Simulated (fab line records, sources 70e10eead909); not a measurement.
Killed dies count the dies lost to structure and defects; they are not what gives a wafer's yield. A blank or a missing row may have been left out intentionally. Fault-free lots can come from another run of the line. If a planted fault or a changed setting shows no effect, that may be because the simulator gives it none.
fab line records + flow nand_harc
[record]
- lots = 6
- wafers = 16
- last_day = 24
route steps=1159 shown A_SOURCE_PLATE@414 A_ONON_D1@424 END@1159
lots untouched by any fault: they come from a run of this same line in which no faults occurred
start_h: start of the lot's first displayed wafer, in hours after the record's first day + wait_h: hours elapsed since this lot's preceding step + " unchanged from the row above + L1.1+2: one row covering several wafers at once + - value missing, or start not given + * or withheld: withheld + < > ~ a bound
route shown NAME@n: names a module that has steps shown in the file, with the first one's number in the route + usual: mean and standard deviation over wafers with no fault + same: alike in all rows + chamber/n: place in a boat + sites: each site's reading + _std_site: their standard deviation + _edge_site: inner sites' mean taken away from outer sites' mean + radius_mm: how far each site lies from the wafer's centre + mask NAME#n: copy n + behind: the most recent tool/chamber to have shaped the wafer + hold: cause of the lot's hold/its duration in hours/its outcome + device: names the non-switching transistor (n, p or np) + end of line: at the end of the route, the tests of the same wafers + a step given without rows: its recipe and nothing more + killed: at the first sort, the dies lost to defects and structure; wafer yield is something else + map: a wafer's dies, marking killed ones x, the rest . and places with no die _
set.NAME: setting as actually run; set.NAME@STEP: the setting as run at that earlier step + model.NAME: the simulator's own value behind a step, which no gauge read
lots seen at some steps along the route; tables by step, rows by wafer
[[steps]]
[step NHARC_A_SOURCE_PLATE_SRD_01]
[step NHARC_A_SOURCE_PLATE_OXIDE_02]
[recipe]
- target_thk_a = 100
- temp_c = 900
- ox_time_s = 1362
- material = SiO2
[step NHARC_A_SOURCE_PLATE_THK_MEAS_09]
[recipe]
- thk_meas_gauge = ellipsometry
[usual]
- thk_nm = 9.7/1.1
| lot.wafer | tool          | chamber | start_h | wait_h | thk_nm |
|-----------|---------------|---------|---------|--------|--------|
| L440.1    | film_metro-02 | -       | 171.87  | 0.4    | 9.6    |
| L440.3    | "             | -       | "       | "      | 9.9    |
| L440.6    | "             | -       | "       | "      | 10.2   |
| L446.1    | film_metro-02 | -       | 207.68  | 0.4    | 10.5   |
| L446.2    | "             | -       | "       | "      | 9.4    |
| L446.3    | "             | -       | "       | "      | 10.6   |
| L454.3    | film_metro-01 | -       | 247.15  | 0.4    | 10.0   |
| L454.6    | "             | -       | "       | "      | 10.9   |
| L455.2    | film_metro-02 | -       | 247.15  | 0.4    | 8.7    |
| L455.3    | "             | -       | "       | "      | 11.1   |
| L456.1    | film_metro-01 | -       | 261.44  | 0.4    | 10.4   |
| L456.5    | "             | -       | "       | "      | 10.1   |
| L456.6    | "             | -       | "       | "      | 11.1   |
| L458.2    | film_metro-02 | -       | 272.70  | 0.4    | 9.8    |
| L458.3    | "             | -       | "       | "      | 9.2    |
| L458.4    | "             | -       | "       | "      | 10.9   |
[step NHARC_A_SOURCE_PLATE_PVD_04]
[recipe]
- target_thk_a = 500
- material = WSi2
[step NHARC_A_SOURCE_PLATE_CVD_03]
[recipe]
- target_thk_a = 2000
- temp_c = 620
- pressure_mtorr = 200
- time_s = 4000
- material = poly-Si
[step NHARC_A_SOURCE_PLATE_ANNEAL_05]
[recipe]
- temp_c = 850
- time_s = 1800
[step NHARC_A_SOURCE_PLATE_THK_MEAS_06]
[recipe]
- thk_meas_gauge = ellipsometry
[usual]
- thk_nm = 201.0/2.3
| lot.wafer | tool          | chamber | start_h | wait_h | thk_nm |
|-----------|---------------|---------|---------|--------|--------|
| L440.1    | film_metro-02 | -       | 185.15  | 0.4    | 201.0  |
| L440.3    | "             | -       | "       | "      | 200.7  |
| L440.6    | "             | -       | "       | "      | 200.9  |
| L446.1    | film_metro-01 | -       | 223.26  | 0.4    | 200.9  |
| L446.2    | "             | -       | "       | "      | 200.7  |
| L446.3    | "             | -       | "       | "      | 201.0  |
| L455.2    | film_metro-01 | -       | 258.41  | 0.4    | 200.9  |
| L455.3    | "             | -       | "       | "      | 200.5  |
| L454.3    | film_metro-01 | -       | 258.43  | 0.4    | 199.0  |
| L454.6    | "             | -       | "       | "      | 200.7  |
| L456.1    | film_metro-02 | -       | 275.11  | 0.4    | 200.6  |
| L456.5    | "             | -       | "       | "      | 200.7  |
| L456.6    | "             | -       | "       | "      | 198.9  |
| L458.2    | film_metro-01 | -       | 285.55  | 0.4    | 200.8  |
| L458.3    | "             | -       | "       | "      | 201.4  |
| L458.4    | "             | -       | "       | "      | 203.3  |
[step NHARC_A_SOURCE_PLATE_INSPECT_08]
[usual]
- raw_defect_count = 64/33
| lot.wafer | tool              | chamber | start_h | wait_h | raw_defect_count |
|-----------|-------------------|---------|---------|--------|------------------|
| L440.1    | defect_inspect-02 | -       | 185.26  | 0.0    | 138              |
| L440.3    | "                 | -       | "       | "      | 200              |
| L440.6    | "                 | -       | "       | "      | 114              |
| L446.1    | defect_inspect-02 | -       | 223.35  | 0.0    | 60               |
| L446.2    | "                 | -       | "       | "      | 129              |
| L446.3    | "                 | -       | "       | "      | 79               |
| L455.2    | defect_inspect-02 | -       | 258.47  | 0.0    | 41               |
| L455.3    | "                 | -       | "       | "      | 77               |
| L454.3    | defect_inspect-02 | -       | 258.53  | 0.0    | 166              |
| L454.6    | "                 | -       | "       | "      | 146              |
| L456.1    | defect_inspect-02 | -       | 275.20  | 0.0    | 48               |
| L456.5    | "                 | -       | "       | "      | 40               |
| L456.6    | "                 | -       | "       | "      | 35               |
| L458.2    | defect_inspect-01 | -       | 285.64  | 0.0    | 31               |
| L458.3    | "                 | -       | "       | "      | 27               |
| L458.4    | "                 | -       | "       | "      | 29               |
[step NHARC_A_ONON_D1_DEP_00]
[recipe]
- target_thk_a = 10000
- n2_flow_sccm = 2750
- n2o_flow_sccm = 2000
- nh3_flow_sccm = 500
- sih4_flow_sccm = 210
- temp_c = 400
[step NHARC_A_ONON_D1_THK_MEAS_02]
[recipe]
- thk_meas_gauge = ellipsometry
[usual]
- thk_nm = 999/8.8
| lot.wafer | tool          | chamber | start_h | wait_h | thk_nm |
|-----------|---------------|---------|---------|--------|--------|
| L440.1    | film_metro-01 | -       | 185.86  | -      | 1003   |
| L440.3    | "             | -       | "       | "      | 1001   |
| L440.6    | "             | -       | "       | "      | 1000   |
| L446.1    | film_metro-02 | -       | 223.92  | -      | 1009   |
| L446.2    | "             | -       | "       | "      | 1008   |
| L446.3    | "             | -       | "       | "      | 1010   |
| L455.2    | film_metro-02 | -       | 259.05  | -      | 983    |
| L455.3    | "             | -       | "       | "      | 984    |
| L454.3    | film_metro-01 | -       | 259.42  | -      | 1000   |
| L454.6    | "             | -       | "       | "      | 1001   |
| L456.1    | film_metro-02 | -       | 275.78  | -      | 1009   |
| L456.5    | "             | -       | "       | "      | 1009   |
| L456.6    | "             | -       | "       | "      | 1011   |
| L458.2    | film_metro-02 | -       | 286.22  | -      | 988    |
| L458.3    | "             | -       | "       | "      | 991    |
| L458.4    | "             | -       | "       | "      | 988    |
[step NHARC_A_ONON_D1_DEP_03]
[recipe]
- target_thk_a = 10000
- n2_flow_sccm = 2750
- n2o_flow_sccm = 2000
- nh3_flow_sccm = 500
- sih4_flow_sccm = 210
- temp_c = 400
| lot.wafer  | tool          | chamber | start_h | wait_h |
|------------|---------------|---------|---------|--------|
| L440.1+3+6 | pecvd_onon-03 | 0       | 185.91  | 0.1    |
| L446.1+2+3 | pecvd_onon-02 | 0       | 223.98  | 0.1    |
| L455.2+3   | pecvd_onon-03 | 0       | 259.16  | 0.1    |
| L454.3+6   | pecvd_onon-03 | 0       | 259.59  | 0.2    |
| L456.1+5+6 | pecvd_onon-02 | 0       | 275.84  | 0.1    |
| L458.2+3+4 | pecvd_onon-02 | 0       | 286.34  | 0.1    |
[step NHARC_A_ONON_D1_THK_MEAS_05]
[recipe]
- thk_meas_gauge = ellipsometry
[usual]
- thk_nm = 1003/10
| lot.wafer | tool          | chamber | start_h | wait_h | thk_nm |
|-----------|---------------|---------|---------|--------|--------|
| L440.1    | film_metro-02 | -       | 186.43  | -      | 1010   |
| L440.3    | "             | -       | "       | "      | 1009   |
| L440.6    | "             | -       | "       | "      | 1008   |
| L446.1    | film_metro-02 | -       | 224.51  | -      | 1010   |
| L446.2    | "             | -       | "       | "      | 1012   |
| L446.3    | "             | -       | "       | "      | 1011   |
| L455.2    | film_metro-01 | -       | 259.62  | -      | 1408   |
| L455.3    | "             | -       | "       | "      | 1406   |
| L454.3    | film_metro-02 | -       | 259.99  | -      | 1410   |
| L454.6    | "             | -       | "       | "      | 997    |
| L456.1    | film_metro-01 | -       | 276.35  | -      | 1022   |
| L456.5    | "             | -       | "       | "      | 1022   |
| L456.6    | "             | -       | "       | "      | 1024   |
| L458.2    | film_metro-01 | -       | 286.81  | -      | 1011   |
| L458.3    | "             | -       | "       | "      | 1012   |
| L458.4    | "             | -       | "       | "      | 1013   |
[step NHARC_A_ONON_D1_DEP_06]
[recipe]
- target_thk_a = 10000
- n2_flow_sccm = 2750
- n2o_flow_sccm = 2000
- nh3_flow_sccm = 500
- sih4_flow_sccm = 210
- temp_c = 400
[step NHARC_END_SORT_01]
[recipe]
- temp_c = 25
[usual]
- killed_at_array = 26/10
- killed_at_other = 0.5/0.87
- killed_at_periphery = 3.0/2.5
- killed_dies = 29/11
- killed_open = 3.3/1.9
- killed_short = 1.8/1.5
[same]
- gross_dies = 677
| lot.wafer | tool      | chamber | start_h | wait_h | killed_at_array | killed_at_other | killed_at_periphery | killed_dies | killed_open | killed_short |
|-----------|-----------|---------|---------|--------|-----------------|-----------------|---------------------|-------------|-------------|--------------|
| L454.3    | prober-02 | 0       | 543.55  | 3.1    | 674             | 0               | 3                   | 677         | 4           | 2            |
| L455.2    | prober-02 | 0       | 550.90  | 2.8    | 674             | 2               | 1                   | 677         | 4           | 3            |
| L455.3    | prober-02 | 0       | 551.69  | 3.1    | 675             | 0               | 2                   | 677         | 2           | 0            |
// killed by level:class
L454.3 A_ONON_D1:area_dep=646 A_SLIT:chamber_film_flake=12 A_CHANNEL_HOLE_D1:chamber_film_flake=6 A_STAIRCASE:chamber_film_flake=4 A_CONTACT:geometric_particle:open=2 P_GATE:chamber_film_flake=2 P_GATE:geometric_particle:open=1 A_CHANNEL_FILL_D1:geometric_particle:short=1
L455.2 A_ONON_D1:area_dep=639 A_SLIT:chamber_film_flake=15 A_CHANNEL_HOLE_D1:chamber_film_flake=4 A_CONTACT:chamber_film_flake=4 A_M0:chamber_film_flake=3 A_CONTACT:geometric_particle:open=2 A_STAIRCASE:chamber_film_flake=2 THIN_TSV:chamber_film_flake=2
L455.3 A_ONON_D1:area_dep=649 A_SLIT:chamber_film_flake=11 A_CHANNEL_HOLE_D1:chamber_film_flake=6 A_CONTACT:chamber_film_flake=5 A_M0:chamber_film_flake=2 P_STI:geometric_particle:open=1 A_CHANNEL_HOLE_D1:geometric_particle:open=1 P_STI:chamber_film_flake=1
// map L454.3 (x killed, . not)
____________x____________
_________xxxxxxx_________
_______xxxxxxxxxxx_______
______xxxxxxxxxxxxx______
_____xxxxxxxxxxxxxxx_____
____xxxxxxxxxxxxxxxxx____
____xxxxxxxxxxxxxxxxx____
___xxxxxxxxxxxxxxxxxxx___
___xxxxxxxxxxxxxxxxxxx___
__xxxxxxxxxxxxxxxxxxxxx__
__xxxxxxxxxxxxxxxxxxxxx__
_xxxxxxxxxxxxxxxxxxxxxxx_
_xxxxxxxxxxxxxxxxxxxxxxx_
_xxxxxxxxxxxxxxxxxxxxxxx_
_xxxxxxxxxxxxxxxxxxxxxxx_
_xxxxxxxxxxxxxxxxxxxxxxx_
xxxxxxxxxxxxxxxxxxxxxxxxx
xxxxxxxxxxxxxxxxxxxxxxxxx
xxxxxxxxxxxxxxxxxxxxxxxxx
xxxxxxxxxxxxxxxxxxxxxxxxx
xxxxxxxxxxxxxxxxxxxxxxxxx
_xxxxxxxxxxxxxxxxxxxxxxx_
_xxxxxxxxxxxxxxxxxxxxxxx_
_xxxxxxxxxxxxxxxxxxxxxxx_
_xxxxxxxxxxxxxxxxxxxxxxx_
_xxxxxxxxxxxxxxxxxxxxxxx_
__xxxxxxxxxxxxxxxxxxxxx__
__xxxxxxxxxxxxxxxxxxxxx__
___xxxxxxxxxxxxxxxxxxx___
___xxxxxxxxxxxxxxxxxxx___
____xxxxxxxxxxxxxxxxx____
____xxxxxxxxxxxxxxxxx____
_____xxxxxxxxxxxxxxx_____
______xxxxxxxxxxxxx______
_______xxxxxxxxxxx_______
_________xxxxxxx_________
____________x____________
// map L455.2 (x killed, . not)
____________x____________
_________xxxxxxx_________
_______xxxxxxxxxxx_______
______xxxxxxxxxxxxx______
_____xxxxxxxxxxxxxxx_____
____xxxxxxxxxxxxxxxxx____
____xxxxxxxxxxxxxxxxx____
___xxxxxxxxxxxxxxxxxxx___
___xxxxxxxxxxxxxxxxxxx___
__xxxxxxxxxxxxxxxxxxxxx__
__xxxxxxxxxxxxxxxxxxxxx__
_xxxxxxxxxxxxxxxxxxxxxxx_
_xxxxxxxxxxxxxxxxxxxxxxx_
_xxxxxxxxxxxxxxxxxxxxxxx_
_xxxxxxxxxxxxxxxxxxxxxxx_
_xxxxxxxxxxxxxxxxxxxxxxx_
xxxxxxxxxxxxxxxxxxxxxxxxx
xxxxxxxxxxxxxxxxxxxxxxxxx
xxxxxxxxxxxxxxxxxxxxxxxxx
xxxxxxxxxxxxxxxxxxxxxxxxx
xxxxxxxxxxxxxxxxxxxxxxxxx
_xxxxxxxxxxxxxxxxxxxxxxx_
_xxxxxxxxxxxxxxxxxxxxxxx_
_xxxxxxxxxxxxxxxxxxxxxxx_
_xxxxxxxxxxxxxxxxxxxxxxx_
_xxxxxxxxxxxxxxxxxxxxxxx_
__xxxxxxxxxxxxxxxxxxxxx__
__xxxxxxxxxxxxxxxxxxxxx__
___xxxxxxxxxxxxxxxxxxx___
___xxxxxxxxxxxxxxxxxxx___
____xxxxxxxxxxxxxxxxx____
____xxxxxxxxxxxxxxxxx____
_____xxxxxxxxxxxxxxx_____
______xxxxxxxxxxxxx______
_______xxxxxxxxxxx_______
_________xxxxxxx_________
____________x____________
[[key]]
[first_sign]
- step = NHARC_A_ONON_D1_THK_MEAS_05
- reading = thk_nm
- direction = up
- sigmas = 39
- usual = 1003
- struck = 1408
[effect]
- step = NHARC_END_SORT_01
- reading = killed_at_array
- direction = up
- sigmas = 65
- usual = 26
- struck = 674
[more_kills_born_at]
- NHARC_A_ONON_D1_DEP_03@pecvd_onon-03 = 1934
met_at NHARC_A_ONON_D1_DEP_03
struck_wafers L454.3,L455.2,L455.3
later_rows_left_out L454.3,L455.2,L455.3
tester_left_out L454,L455
onset_between 185.91 259.16
[fault]
- kind = process_parameter_drift
- tool = pecvd_onon-03
- chamber = -
- onset_h = 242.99
- steps = NHARC_A_ONON_D1_DEP_03
- channel = target_thk_a
- offset = *
- shape = step
- end_h = 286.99
- scope = struck_wafers_only
- acts_in = *
- stated = *
// tester_left_out: of these lots the tester's yield and bins aren't shown, on N5 and GAA mostly nor the transistor test; their killed dies are dies lost to structure and defects alone, not to doping, threshold or leakage, so they don't give the yield
// later_rows_left_out: the simulator's readings of these wafers behind a module that went badly wrong aren't trusted and aren't shown, but for the sort
